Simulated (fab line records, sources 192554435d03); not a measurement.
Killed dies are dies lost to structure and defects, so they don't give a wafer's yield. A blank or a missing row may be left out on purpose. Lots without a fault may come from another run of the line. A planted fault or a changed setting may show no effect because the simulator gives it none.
Which tool did it? | flow n5_finfet | 24 lots, 72 wafers sampled, at 1 step of a route of 1938

WHAT THE GAUGES READ, wafer by wafer
N5_BEOL_M4_OVL_MEAS_29. Usual: V3_OVL 0.2 nm, standard deviation 0.68.
lot  | measured     | on         | V3_OVL (nm)    | flag
L074 | day 7 11:19  | overlay-02 | 1.2 -0.7 -0.2  |
L075 | day 7 14:05  | overlay-02 | 1.1 0.0 0.5    |
L076 | day 8 05:08  | overlay-02 | -0.5 0.9 0.4   |
L077 | day 8 08:39  | overlay-02 | -1.0 -0.2 -1.1 |
L078 | day 8 15:08  | overlay-02 | 0.3 0.8 -0.2   |
L079 | day 9 03:32  | overlay-02 | 0.7 0.7 0.2    |
L080 | day 9 11:41  | overlay-01 | 0.9 0.1 0.3    |
L081 | day 9 13:24  | overlay-01 | 0.4 0.5 0.8    |
L082 | day 9 18:01  | overlay-02 | -0.1 0.9 0.5   |
L083 | day 9 18:43  | overlay-01 | -1.6 -1.4 -2.1 |
L084 | day 10 06:10 | overlay-02 | 0.0 0.7 -0.1   |
L085 | day 10 11:21 | overlay-02 | -0.8 1.0 0.5   |
L086 | day 10 20:32 | overlay-01 | 0.3 1.0 0.2    |
L087 | day 11 01:53 | overlay-01 | -0.2 0.6 0.8   |
L088 | day 11 04:28 | overlay-02 | 1.0 -0.1 0.0   |
L089 | day 11 15:27 | overlay-01 | 0.2 0.2 0.2    |
L090 | day 11 22:53 | overlay-02 | -0.2 -0.9 -0.5 |
L093 | day 12 00:22 | overlay-01 | 0.0 1.3 0.5    |
L091 | day 12 00:35 | overlay-02 | 0.7 0.7 0.7    |
L092 | day 12 06:50 | overlay-02 | 0.6 -0.3 -0.8  |
L094 | day 13 12:28 | overlay-02 | 0.8 -0.1 -0.3  |
L095 | day 13 14:58 | overlay-02 | -1.0 0.0 -0.7  |
L096 | day 13 15:13 | overlay-01 | 0.8 0.2 0.7    |
L097 | day 13 18:33 | overlay-01 | -0.3 0.2 -0.2  |

WHICH TOOL RAN EACH LOT (tool, then ch and the chambers of the sampled wafers, then the start)
The record holds no process step before these readings.

WHAT THE TOOLS THEMSELVES READ (means of the sampled wafers that have a number; where no wafer has one, the mark that the record gives instead)
The record holds no such reading with a usual standard deviation.

THE ANSWER, worked out from the rows above alone
Rule: a lot is off if the mean of its wafers that have a number lies more than 3 standard deviations from the usual mean. A lot without any number at a reading at which 4 lots or more have one is off too. The other lots that the step has rows for count as sound. The gauges are gone through in route order, then the tools' own readings, and for those a lot's mean is taken as printed above. The first step at which some lot is off is used, and at that step the reading that is off furthest; a lot without a number counts as furthest.
No lot is off at any reading shown: from this, nothing can be told.

WHAT THE SIMULATOR HAD PUT IN
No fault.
